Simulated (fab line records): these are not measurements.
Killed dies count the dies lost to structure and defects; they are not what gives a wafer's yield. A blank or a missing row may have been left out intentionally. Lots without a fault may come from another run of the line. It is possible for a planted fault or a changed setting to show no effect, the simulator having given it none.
Which tool was responsible? | flow n5Finfet | 12 lots with 36 wafers sampled at 2 steps, on a route of 1938 steps

WHAT THE GAUGES SHOWED, per wafer
N5_BEOL_M12_CD_MEAS_17: target cd 140 nm. Usual: 141.3 nm for cdNm, sd 1.8.
lot  | measured     | on       | cdNm (nm)         | flag
L942 | day 11 05:01 | cdSem-02 | 141.3 141.0 141.4 | 
L941 | day 11 05:38 | cdSem-01 | 142.2 142.2 140.4 | 
L948 | day 14 04:56 | cdSem-01 | 139.9 140.8 143.0 | 
L951 | day 14 08:00 | cdSem-02 | 141.2 142.6 139.9 | 
L950 | day 14 23:19 | cdSem-03 | 142.1 142.0 142.5 | 
L955 | day 15 15:14 | cdSem-02 | 145.6 143.5 143.4 | 
L957 | day 15 18:42 | cdSem-02 | 141.2 141.3 141.2 | 
L960 | day 16 04:28 | cdSem-01 | 144.8 142.8 138.7 | 
L956 | day 16 12:26 | cdSem-02 | 139.0 141.1 140.3 | 
L962 | day 16 18:52 | cdSem-02 | 140.0 143.9 144.5 | 
L959 | day 16 20:19 | cdSem-02 | 140.0 140.3 142.0 | 
L958 | day 16 21:03 | cdSem-03 | 140.1 144.3 141.5 | 

N5_BEOL_M12_OVL_MEAS_29. Usual: M12_OVL 0 nm, standard deviation 5.5.
lot  | measured     | on         | M12_OVL (nm) | flag
L942 | day 11 05:22 | overlay-01 | 6 -7 2       | 
L941 | day 11 06:00 | overlay-02 | 4 5 5        | 
L948 | day 14 05:25 | overlay-01 | -7 -9 -8     | 
L951 | day 14 08:29 | overlay-01 | 2 13 10      | 
L950 | day 14 23:47 | overlay-01 | 0 5 1        | 
L955 | day 15 15:43 | overlay-01 | -1 10 2      | 
L957 | day 15 19:04 | overlay-01 | 2 4 1        | 
L960 | day 16 04:49 | overlay-02 | -3 -3 -6     | 
L956 | day 16 12:48 | overlay-02 | -2 -5 -6     | 
L962 | day 16 19:14 | overlay-01 | 0 -2 4       | 
L959 | day 16 20:47 | overlay-02 | 9 6 3        | 
L958 | day 16 21:32 | overlay-02 | -3 -3 -7     | 

TOOL THAT RAN EACH LOT (tool first, then ch and the chambers of the sampled wafers, then the start)
Record: no process step prior to these readings.

WHAT THE TOOLS THEMSELVES READ (means of the sampled wafers that have a number; where no wafer has one, the mark that the record gives instead)
The record holds no such reading with a usual standard deviation.

THE ANSWER, worked out from the rows above alone
Rule: lot off if the mean of its wafers having a number is beyond 3 standard deviations from the usual mean. A lot without any number at a reading at which 4 lots or more have one is off too. Where the step has rows for the other lots, those lots are counted as sound. The gauges are gone through in route order, then the tools' own readings, and for those a lot's mean is taken as printed above. The first step at which some lot is off is used, and at that step the reading that is off furthest; a lot without a number counts as furthest.
Across all readings shown, no lot is off: no conclusion can be drawn from this.

WHAT THE SIMULATOR HAD PUT IN
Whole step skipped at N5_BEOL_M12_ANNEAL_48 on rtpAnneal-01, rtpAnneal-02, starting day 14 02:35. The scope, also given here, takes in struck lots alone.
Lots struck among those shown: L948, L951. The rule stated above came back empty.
